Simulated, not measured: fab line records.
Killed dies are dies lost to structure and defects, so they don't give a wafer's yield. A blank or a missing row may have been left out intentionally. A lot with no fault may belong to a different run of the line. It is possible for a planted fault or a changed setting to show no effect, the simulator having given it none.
Which tool is to blame?	flow n5_finfet	12 lots, 36 wafers sampled, at 2 steps of a route of 1938

WHAT THE GAUGES READ, wafer by wafer
N5_BEOL_M5_CD_MEAS_18: pitch 56 nm, target cd 28 nm.
lot	measured	on	cd_nm (nm)
L076	day 8 09:23	cd_sem-01	28.1 27.3 27.3
L077	day 8 14:56	cd_sem-03	28.3 28.1 27.7
L079	day 9 07:29	cd_sem-01	28.2 27.2 27.9
L080	day 9 15:59	cd_sem-03	28.2 28.6 27.7
L083	day 10 08:47	cd_sem-03	28.1 27.5 28.6
L085	day 10 18:23	cd_sem-02	28.0 27.9 28.0
L088	day 11 07:43	cd_sem-02	27.9 28.2 28.4
L089	day 11 17:14	cd_sem-03	28.8 27.9 28.0
L090	day 12 19:09	cd_sem-01	28.5 28.2 28.6
L092	day 13 05:55	cd_sem-02	28.1 27.5 28.0
L095	day 13 15:58	cd_sem-03	28.4 28.1 28.1
L097	day 14 04:05	cd_sem-03	27.6 27.6 28.3

EACH LOT AND THE TOOL THAT RAN IT (in order: tool; ch and the chambers of the sampled wafers; start)
lot	N5_BEOL_M5_HM_OPEN_17
L076	rie_metal-03 ch 0,1, day 8 09:13
L077	rie_metal-03 ch 0,1, day 8 14:45
L079	rie_metal-02 ch 1, day 9 06:55
L080	rie_metal-03 ch 0,1, day 9 15:46
L083	rie_metal-01 ch 0,1, day 10 08:32
L085	rie_metal-01 ch 0,1, day 10 18:14
L088	rie_metal-02 ch 0,1, day 11 07:31
L089	rie_metal-01 ch 0,1, day 11 17:04
L090	rie_metal-01 ch 0,1, day 12 18:55
L092	rie_metal-01 ch 0,1, day 13 05:44
L095	rie_metal-01 ch 0,1, day 13 15:49
L097	rie_metal-02 ch 0,1, day 14 03:54
- N5_BEOL_M5_HM_OPEN_17: chemistry Cl2/BCl3, target TiN, target depth 20 nm, overetch 6 nm.

THE ANSWER, worked out from the rows above alone
Rule: the lots themselves supply what counts as usual. Put in order of their means at a reading, lots are off if they are a third of the lots or fewer, leave a main group of 4 or more, and stand apart from it by a gap of 3 or more times the standard deviation of the main group's means; of several such gaps the widest counts. A main group whose means are all the same, to the digits that the tables above print for the reading, isn't used. A lot without any number at a reading at which 4 lots or more have one is off too. Any other lot the step has rows for is counted as sound.
No lot is off on any of the readings shown, so nothing can be concluded from this.

WHAT THE SIMULATOR PUT IN
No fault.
